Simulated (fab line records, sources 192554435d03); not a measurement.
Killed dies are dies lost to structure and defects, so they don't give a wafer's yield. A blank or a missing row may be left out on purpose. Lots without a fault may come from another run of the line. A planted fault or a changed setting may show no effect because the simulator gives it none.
fab line records | flow n5_finfet
record lots=10 wafers=30 last_day=16
route steps=1938 shown BEOL_M12@1636
lots that met no fault: from a run of the same line without faults
start_h: hours from the record's first day to the start of the lot's first wafer shown | wait_h: hours since the lot's step before | " the same as in the row above | L1.1+2: a row that stands for several wafers | - no value, or no start given | * or withheld: withheld | < > ~ a bound
route shown NAME@n: a module of which the file shows steps, and the number in the route of the first | usual: mean/standard deviation of fault-free wafers | same: alike in all rows | chamber/n: place in a boat | sites: the reading at each site | _std_site: their standard deviation | _edge_site: outer sites' mean less inner sites' | radius_mm: how far each site lies from the wafer's centre | mask NAME#n: copy n | behind: the tool/chamber that last shaped the wafer | hold: why the lot was held/for how many hours/how that ended | device: the transistor (n, p or np) that didn't switch | end of line: the same wafers' tests at the end of the route | a step without rows: its recipe alone | killed: dies lost to structure and defects at the first sort, not the wafer's yield | map: a wafer's dies, x killed, . not, _ none there
set.NAME: the setting as run; set.NAME@STEP: as run at that earlier step | model.NAME: the simulator's own value behind a step, which no gauge read
steps of the route over a sample of lots; a table a step, a row a wafer
services: from which hour (start_h, from the record's first day; less than 0 if before it) a tool's chamber was out of use, for how many hours, and why
## steps
# step N5_BEOL_M12_ETCH_67
# recipe chemistry=CF4 target=SiARC target_depth_a=1430 time_s=238.3 ion_energy_ev=80 pressure_mtorr=40 source_w=545 bias_w=36 Ar_flow_sccm=100 cf4_flow_sccm=100 ends=cleared
# usual bias_w=36.02/0.11 drypump_motor_current_A=5.6/0.58 etch_rf_on_time_s=240/3.5 oes_product_au=0.67/0.077 rf_vpp_V=184.3/1.1 showerhead_plenum_p_Torr=2.15/0.054 throttle_valve_pct=15.65/0.22
# columns lot.wafer tool chamber start_h wait_h bias_w drypump_motor_current_A etch_rf_on_time_s oes_product_au rf_hours_counter_h rf_vpp_V showerhead_plenum_p_Torr throttle_valve_pct
L951.1 rie_diel-05 3 230.83 0.0 36.19 5.7 242 0.70 70 184.6 2.25 15.31
L951.2 " 2 " " 36.07 5.1 243 0.58 239 185.2 2.20 15.97
L951.3 " 1 " " 35.74 5.7 243 0.65 117 185.5 2.24 15.81
L953.1 rie_diel-05 2 259.49 0.0 36.07 5.1 243 0.57 249 184.3 2.19 15.99
L953.4 " 3 " " 35.89 5.7 242 0.69 80 187.1 2.25 15.33
L953.5 " 2 " " 36.11 5.1 243 0.57 - 184.5 2.19 15.98
L955.1 rie_diel-06 3 262.29 0.0 36.16 5.7 238 0.61 190 184.0 2.13 15.92
L955.5 " 3 " " 36.08 5.8 237 0.61 - 184.8 2.13 15.93
L955.6 " 1 " " 36.13 5.1 239 0.62 - 184.3 2.14 15.59
L954.1 rie_diel-06 1 262.84 0.0 35.82 5.2 242 0.62 179 183.3 2.14 15.60
L954.3 " 3 " " 36.10 5.8 238 0.61 191 183.6 2.13 15.93
L954.5 " 3 " " 36.09 5.8 238 0.61 - 184.6 2.13 15.92
L958.1 rie_diel-06 0 276.35 0.0 35.98 4.9 237 0.69 80 182.8 2.09 15.67
L958.3 " 3 " " 35.84 5.8 238 0.60 196 183.4 2.13 15.94
L958.5 " 3 " " 36.04 5.8 236 0.61 - 185.8 2.13 15.94
L959.2 rie_diel-06 0 278.10 0.0 35.89 4.9 236 0.69 81 182.0 2.09 15.66
L959.3 " 2 " " 36.15 6.6 242 0.82 5 184.1 2.19 15.41
L959.5 " 1 " " 35.99 5.2 242 0.61 - 183.9 2.14 15.60
L963.1 rie_diel-06 3 308.29 0.0 35.94 5.8 244 0.59 206 184.9 2.12 15.96
L963.3 " 1 " " 36.00 5.2 243 0.61 194 183.4 2.13 15.62
L963.4 " 2 " " 35.97 6.6 247 0.78 15 184.7 2.19 15.44
L962.2 rie_diel-06 3 312.46 0.0 36.08 5.8 240 0.59 207 184.0 2.12 15.97
L962.3 " 2 " " 36.09 6.6 245 0.78 17 183.6 2.19 15.45
L962.4 " 0 " " 36.04 4.9 239 0.68 92 181.9 2.08 15.71
L969.1 rie_diel-06 0 342.40 0.0 36.12 4.9 236 0.67 104 184.3 2.08 15.72
L969.2 " 1 " " 36.00 5.2 241 0.60 208 183.8 2.13 15.66
L969.4 " 3 " " 35.86 5.8 240 0.59 218 183.0 2.12 15.99
L968.1 rie_diel-06 1 344.66 0.0 36.08 5.2 244 0.60 209 182.4 2.13 15.65
L968.3 " 2 " " 36.08 6.6 244 0.76 29 183.5 2.18 15.47
L968.6 " 2 " " 36.00 6.6 245 0.76 - 183.4 2.18 15.47
# step N5_BEOL_M12_DEGAS_41
# recipe ambient=vacuum temp_c=250 time_s=60
# usual heater_power_w=342/25
# same time_s=60
# columns lot.wafer tool chamber start_h wait_h heater_power_w
L951.1 pvd_sputter-02 - 233.80 0.9 352
L951.2 " - " " 338
L951.3 " - " " 352
L953.1 pvd_sputter-03 - 262.59 0.3 318
L953.4 " - " " 278
L953.5 " - " " 289
L955.1 pvd_sputter-02 - 265.18 0.1 343
L955.5 " - " " 347
L955.6 " - " " 342
L954.1 pvd_sputter-01 - 265.19 0.1 296
L954.3 " - " " 322
L954.5 " - " " 317
L958.1 pvd_sputter-02 - 280.53 0.0 373
L958.3 " - " " 336
L958.5 " - " " 344
L959.2 pvd_sputter-02 - 281.11 0.1 343
L959.3 " - " " 346
L959.5 " - " " 369
L963.1 pvd_sputter-03 - 309.61 0.5 278
L963.3 " - " " 352
L963.4 " - " " 365
L962.2 pvd_sputter-03 - 313.75 0.4 314
L962.3 " - " " 345
L962.4 " - " " 284
L969.1 pvd_sputter-03 - 343.92 0.2 335
L969.2 " - " " 316
L969.4 " - " " 350
L968.1 pvd_sputter-03 - 346.52 0.4 343
L968.3 " - " " 321
L968.6 " - " " 337
# step N5_BEOL_M12_SPUTTER_44
# recipe material=Ta target_thk_a=100 temp_c=50 bias_v=80 power_w=15000 chamber_pressure_pa=0.07 time_s=16.13
# usual cathode_dc_power_W=15000/2.6 throttle_valve_pct=30.3/1.1
# same time_s=16.13
# columns lot.wafer tool chamber start_h wait_h cathode_dc_power_W throttle_valve_pct
L951.1 pvd_sputter-02 - 233.96 0.0 15002 30.8
L951.2 " - " " 14999 30.8
L951.3 " - " " 15000 31.2
L953.1 pvd_sputter-03 - 262.75 0.0 15004 28.7
L953.4 " - " " 14997 28.7
L953.5 " - " " 14996 28.8
L955.1 pvd_sputter-02 - 265.34 0.0 15004 30.9
L955.5 " - " " 15001 31.2
L955.6 " - " " 15001 30.9
L954.1 pvd_sputter-01 - 265.35 0.0 15000 30.4
L954.3 " - " " 14996 31.7
L954.5 " - " " 15000 31.8
L958.1 pvd_sputter-02 - 280.69 0.0 14996 31.2
L958.3 " - " " 15002 30.8
L958.5 " - " " 14998 31.0
L959.2 pvd_sputter-02 - 281.27 0.0 15000 30.8
L959.3 " - " " 15001 31.0
L959.5 " - " " 14995 30.7
L963.1 pvd_sputter-03 - 309.77 0.0 14996 28.7
L963.3 " - " " 15000 28.6
L963.4 " - " " 14997 30.7
L962.2 pvd_sputter-03 - 313.91 0.0 15003 28.7
L962.3 " - " " 15001 30.7
L962.4 " - " " 15002 28.7
L969.1 pvd_sputter-03 - 344.08 0.0 12366 28.4
L969.2 " - " " 12369 28.6
L969.4 " - " " 12364 30.8
L968.1 pvd_sputter-03 - 346.68 0.0 12364 28.4
L968.3 " - " " 12367 28.8
L968.6 " - " " 12369 28.3
# step N5_BEOL_M12_SPUTTER_45
# recipe material=Cu target_thk_a=800 temp_c=-20 bias_v=60 power_w=26000 chamber_pressure_pa=0.13 time_s=13.33
# usual cathode_dc_power_W=26000/4.9 throttle_valve_pct=30.3/1.1
# same time_s=13.33
# columns lot.wafer tool chamber start_h wait_h cathode_dc_power_W throttle_valve_pct
L951.1 pvd_sputter-02 - 234.04 0.0 25999 31.0
L951.2 " - " " 26005 31.1
L951.3 " - " " 25998 31.0
L953.1 pvd_sputter-03 - 262.83 0.0 25998 28.9
L953.4 " - " " 26004 28.6
L953.5 " - " " 26005 28.5
L955.1 pvd_sputter-02 - 265.42 0.0 26005 30.8
L955.5 " - " " 26009 30.9
L955.6 " - " " 25992 31.0
L954.1 pvd_sputter-01 - 265.43 0.0 26002 30.4
L954.3 " - " " 25992 31.8
L954.5 " - " " 26001 31.9
L958.1 pvd_sputter-02 - 280.77 0.0 26002 30.9
L958.3 " - " " 26003 30.8
L958.5 " - " " 25998 30.6
L959.2 pvd_sputter-02 - 281.35 0.0 26003 30.8
L959.3 " - " " 26008 30.7
L959.5 " - " " 25994 30.5
L963.1 pvd_sputter-03 - 309.85 0.0 25997 28.5
L963.3 " - " " 26002 28.8
L963.4 " - " " 25994 30.7
L962.2 pvd_sputter-03 - 313.99 0.0 26003 29.0
L962.3 " - " " 26000 30.9
L962.4 " - " " 26008 28.6
L969.1 pvd_sputter-03 - 344.16 0.0 26004 28.3
L969.2 " - " " 26002 28.6
L969.4 " - " " 25998 30.9
L968.1 pvd_sputter-03 - 346.76 0.0 26002 28.1
L968.3 " - " " 26000 28.7
L968.6 " - " " 26009 28.3
# step N5_BEOL_M12_CMP_49
# recipe stop_on=SiOC t_overpolish_s=20.6 down_force_psi=1 platen_rpm=50 clearing_platen_down_force_psi=1.5 clearing_platen_rpm=50 post_cmp_clean=cu_alkaline target_thk_nm=320 clearing_platen_pad_velocity_m_s=0.99484 pad_velocity_m_s=0.99484
# usual barrier_field_endpoint_s=30.3/0.71 motor_current_A=6.1/0.56
# columns lot.wafer tool chamber start_h wait_h barrier_field_endpoint_s motor_current_A
L951.2 cmp-01 1 234.60 0.2 29.3 6.6
L951.1 " 2 " " 30.4 6.3
L951.3 " 3 " " 30.3 6.3
L953.4 cmp-03 3 263.39 0.1 30.3 5.5
L953.1 " 1 " " 31.1 5.7
L953.5 " 3 " " 30.6 5.6
L955.1 cmp-02 2 266.05 0.3 31.1 6.0
L955.6 " 0 " " 30.8 5.7
L955.5 " 1 " " 30.3 5.8
L954.3 cmp-01 0 266.25 0.2 30.7 7.5
L954.1 " 2 " " 30.1 5.9
L954.5 " 1 " " 30.8 6.5
L958.1 cmp-03 2 281.52 0.3 30.8 5.6
L958.3 " 0 " " 28.6 6.6
L958.5 " 3 " " 30.7 5.4
L959.2 cmp-02 0 282.28 0.2 30.5 5.5
L959.3 " 1 " " 29.1 5.5
L959.5 " 3 " " 29.5 7.0
L963.4 cmp-01 2 310.61 0.1 30.0 6.0
L963.1 " 0 " " 29.7 7.6
L963.3 " 1 " " 29.6 6.2
L962.2 cmp-03 3 314.55 0.2 29.7 5.5
L962.4 " 0 " " 29.1 7.2
L962.3 " 2 " " 30.0 6.0
L969.2 cmp-01 1 344.71 0.2 28.3 6.5
L969.4 " 2 " " 28.0 6.1
L969.1 " 3 " " 28.6 6.0
L968.3 cmp-03 0 347.31 0.2 27.3 7.0
L968.1 " 3 " " 28.1 5.7
L968.6 " 1 " " 28.2 5.5
## services
# columns tool chamber start_h hours kind
rie_diel-05 1 208.51 1.2 repair
rie_diel-05 0 212.49 - clean
rie_diel-05 0 212.49 - consumable_replace:focus_ring
rie_diel-06 - 229.49 2.8 pm
cmp-01 - 236.34 4.0 pm
cmp-03 - 237.81 4.0 pm
cmp-01 - 240.34 - consumable_replace:conditioner
cmp-01 - 240.34 - consumable_replace:pad
cmp-03 - 241.81 - consumable_replace:conditioner
cmp-03 - 241.81 - consumable_replace:pad
rie_diel-06 2 245.69 - clean
rie_diel-06 2 245.69 - consumable_replace:focus_ring
rie_diel-06 2 245.69 18.1 scheduled_down
rie_diel-06 2 245.69 18.1 vent_cycle
rie_diel-05 1 251.98 3.1 repair
cmp-03 - 265.33 1.6 repair
pvd_sputter-03 - 279.46 4.2 repair
cmp-03 - 306.77 5.1 pm
cmp-02 - 313.69 4.0 pm
cmp-01 - 313.93 4.5 pm
cmp-02 - 320.54 0.4 repair
rie_diel-06 3 325.99 4.0 repair
rie_diel-06 2 334.33 4.9 repair
rie_diel-06 3 343.16 4.0 repair
## key
first_sign step=N5_BEOL_M12_SPUTTER_44 reading=cathode_dc_power_W direction=down sigmas=99+ usual=* struck=*
effect step=N5_BEOL_M12_CMP_49 reading=barrier_field_endpoint_s direction=down sigmas=3.1 usual=30.3 struck=28.1
met_at N5_BEOL_M12_SPUTTER_44
struck_lots L968,L969
not_acting_at N5_BEOL_M12_ETCH_67,N5_BEOL_M12_DEGAS_41,N5_BEOL_M12_SPUTTER_45
onset_between 313.91 344.08
fault kind=process_parameter_drift tool=pvd_sputter-03 chamber=- onset_h=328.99 steps=N5_BEOL_M12_SPUTTER_44 channel=power_w offset=* shape=step end_h=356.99 acts_in=* stated=*
